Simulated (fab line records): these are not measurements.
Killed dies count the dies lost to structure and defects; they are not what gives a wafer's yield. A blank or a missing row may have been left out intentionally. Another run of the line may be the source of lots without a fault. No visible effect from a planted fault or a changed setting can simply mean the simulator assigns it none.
A lot that was struck, set against a sound lot	flow n5_finfet	21 out of 1938 route steps
Sound: these wafers, L567.3, L567.4, L567.6. Wafers struck: L572.3, L572.5, L572.6. Last of all comes the cause.
At each step with rows: each side's tool, then ch and its chambers, then its first start. Under that, the readings that differ: sound wafers	struck wafers	difference of the means	sigmas: that difference in standard deviations of wafers without a fault.
alike: words and numbers the same on both sides, and readings whose means are apart by under 2 such deviations; not compared: readings that were withheld, readings missing a value for some wafer, numbers with overlapping values and no deviation given by the record, and bounds like >300 which may hide the same value.
Wherever a step has rows on one side only, a row that says differs or no value, or a row with sigmas, the two part there. Numbers that don't overlap but have no deviation are shown without sigmas and don't part them. A reading missing from all wafers of one side parts the sides only when that side holds two or more wafers.

N5_ZERO_LAYER_CD_MEAS_11: target cd 2000 nm.
  sound on cd_sem-03 ch 0, day 3 06:50; struck on cd_sem-03 ch 0, day 4 12:38
  alike: cd_nm
N5_ZERO_LAYER_DESCUM_16: chemistry O2, time 7.9 s.
  sound on rie_diel-01 ch 0,1, day 3 06:54; struck on rie_diel-01 ch 1,2, day 4 12:41
  alike: drypump_motor_current_A, oes_product_au, rf_vpp_V, showerhead_plenum_p_Torr, throttle_valve_pct
  not compared: rf_hours_counter_h
N5_ZERO_LAYER_ETCH_17: etches SiO2 in CF4, target depth 12 nm, time 13.3 s.
  sound on rie_diel-01 ch 0,1, day 3 06:56; struck on rie_diel-01 ch 1,2, day 4 12:43
  alike: drypump_motor_current_A, oes_product_au, rf_vpp_V, showerhead_plenum_p_Torr, throttle_valve_pct
  not compared: rf_hours_counter_h
N5_ZERO_LAYER_ETCH_18: etches Si in HBr/Cl2, target depth 120 nm, time 40 s.
  sound on rie_si-04 ch 0,2,3, day 3 07:01; struck on rie_si-03 ch 0,1,3, day 4 12:47
  alike: drypump_motor_current_A, oes_product_au, throttle_valve_pct
  not compared: rf_hours_counter_h
N5_ZERO_LAYER_STRIP_24: strips in O2.
  sound on plasma_asher-02 ch 0,1, day 3 07:08; struck on plasma_asher-02 ch 0,1, day 4 12:55
  alike: drypump_motor_current_A, heater_power_w, oes_product_au, strip_time_to_endpoint_s
  not compared: rf_hours_counter_h
then, 1 step without rows for these wafers: N5_ZERO_LAYER_STRIP_19 (strips in SPM, time 900 s).
N5_ZERO_LAYER_INSPECT_20: inspects for defects (darkfield).
  sound on defect_inspect-01 at day 3 07:29; struck on defect_inspect-01 at day 4 13:15
  alike: raw_defect_count
then, 5 steps without rows for these wafers: N5_WELL_APT_HMDS_01 (time 60 s); N5_WELL_APT_COAT_02 (resist thk 950 nm); N5_WELL_APT_EBR_04; N5_WELL_APT_SOFTBAKE_03 (time 60 s); N5_WELL_APT_EXPOSE_05 (exposes mask NWELL, defocus 0 nm, target cd 200 nm).
N5_WELL_APT_PEB_06: peb time 90 s.
  sound on litho_track-04 ch 0, day 3 07:40; struck on litho_track-04 ch 0, day 4 13:34
  alike: chill_plate_temp_C, exhaust_pa
then, 2 steps without rows for these wafers: N5_WELL_APT_DEVELOP_07 (develop time 45 s); N5_WELL_APT_HARDBAKE_12 (time 120 s).
N5_WELL_APT_CD_MEAS_08: target cd 200 nm.
  sound on cd_sem-02 ch 0, day 3 07:47; struck on cd_sem-03 ch 0, day 4 13:41
  alike: cd_nm
N5_WELL_APT_OVL_MEAS_09:
  sound on overlay-02 ch 0, day 3 07:49; struck on overlay-02 ch 0, day 4 13:43
  alike: NWELL_OVL
N5_WELL_APT_INSPECT_10: inspects for defects (macro).
  sound on defect_inspect-02 at day 3 07:50; struck on defect_inspect-01 at day 4 13:44
  alike: raw_defect_count
N5_WELL_APT_DESCUM_13: chemistry O2, time 7.9 s.
  sound on rie_diel-02 ch 0,2, day 3 08:14; struck on rie_diel-05 ch 0,1, day 4 13:46
  alike: drypump_motor_current_A, oes_product_au, rf_vpp_V, showerhead_plenum_p_Torr, throttle_valve_pct
  not compared: rf_hours_counter_h, model.WELL_APT.cd_nm
then, 1 step without rows for these wafers: N5_WELL_APT_IMPLANT_14.
-- the record jumps here: 11 days lie between the struck wafers' starts before and after (it left off in module WELL_APT and takes up again in module PASSIVATION, whose first step shown is number 1936 of the route) --
N5_PASSIVATION_PROBE_49:
  the record has rows for the struck wafers here (prober-02, day 16 01:24) and none for the sound ones

== WHERE THEY PART ==
Only at N5_PASSIVATION_PROBE_49, within this record.

WHY: the cause the simulator had injected
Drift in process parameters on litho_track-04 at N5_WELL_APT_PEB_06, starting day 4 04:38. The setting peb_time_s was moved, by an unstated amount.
